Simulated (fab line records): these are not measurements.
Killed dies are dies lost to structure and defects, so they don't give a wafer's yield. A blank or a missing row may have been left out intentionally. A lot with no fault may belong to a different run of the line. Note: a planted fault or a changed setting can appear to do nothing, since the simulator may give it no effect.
Which tool did it? || flow n5-finfet || route of 1938 steps, sampled at 1 step: 10 lots, 30 wafers

## WHAT EACH GAUGE READ, for each wafer
N5_WELL_APT_CD_MEAS_25: target cd 200 nm.
{"lot": "L887", "measured": "day 2 09:07", "on": "cd-sem-03", "cd-nm (nm)": "200.7 198.6 196.7"}
{"lot": "L890", "measured": "day 3 03:26", "on": "cd-sem-02", "cd-nm (nm)": "201.0 201.2 201.9"}
{"lot": "L892", "measured": "day 3 14:55", "on": "cd-sem-02", "cd-nm (nm)": "201.4 199.0 200.4"}
{"lot": "L893", "measured": "day 3 21:01", "on": "cd-sem-02", "cd-nm (nm)": "198.7 199.8 199.8"}
{"lot": "L894", "measured": "day 4 03:49", "on": "cd-sem-03", "cd-nm (nm)": "198.4 199.0 197.2"}
{"lot": "L895", "measured": "day 4 09:01", "on": "cd-sem-03", "cd-nm (nm)": "199.5 197.8 201.1"}
{"lot": "L902", "measured": "day 6 03:12", "on": "cd-sem-01", "cd-nm (nm)": "198.8 198.6 197.5"}
{"lot": "L903", "measured": "day 6 13:44", "on": "cd-sem-02", "cd-nm (nm)": "201.7 202.0 200.6"}
{"lot": "L905", "measured": "day 6 21:15", "on": "cd-sem-01", "cd-nm (nm)": "199.5 197.7 196.2"}
{"lot": "L906", "measured": "day 7 03:20", "on": "cd-sem-03", "cd-nm (nm)": "198.8 199.2 198.4"}

## EACH LOT AND THE TOOL THAT RAN IT (in order: tool; ch and the chambers of the sampled wafers; start)
No process step before these readings appears in the record.

## THE ANSWER, worked out from the rows above alone
Rule: the usual values come from the lots themselves. Put in order of their means at a reading, lots are off if they are a third of the lots or fewer, leave a main group of 4 or more, and stand apart from it by a gap of 3 or more times the standard deviation of the main group's means; of several such gaps the widest counts. Not used: any main group whose means are identical at the precision the tables above print for the reading. Also off: a lot with no number at a reading for which 4 or more lots have one. The other lots that the step has rows for count as sound.
None of the lots is off at any reading shown; this tells nothing.

## WHAT WAS PUT IN BY THE SIMULATOR
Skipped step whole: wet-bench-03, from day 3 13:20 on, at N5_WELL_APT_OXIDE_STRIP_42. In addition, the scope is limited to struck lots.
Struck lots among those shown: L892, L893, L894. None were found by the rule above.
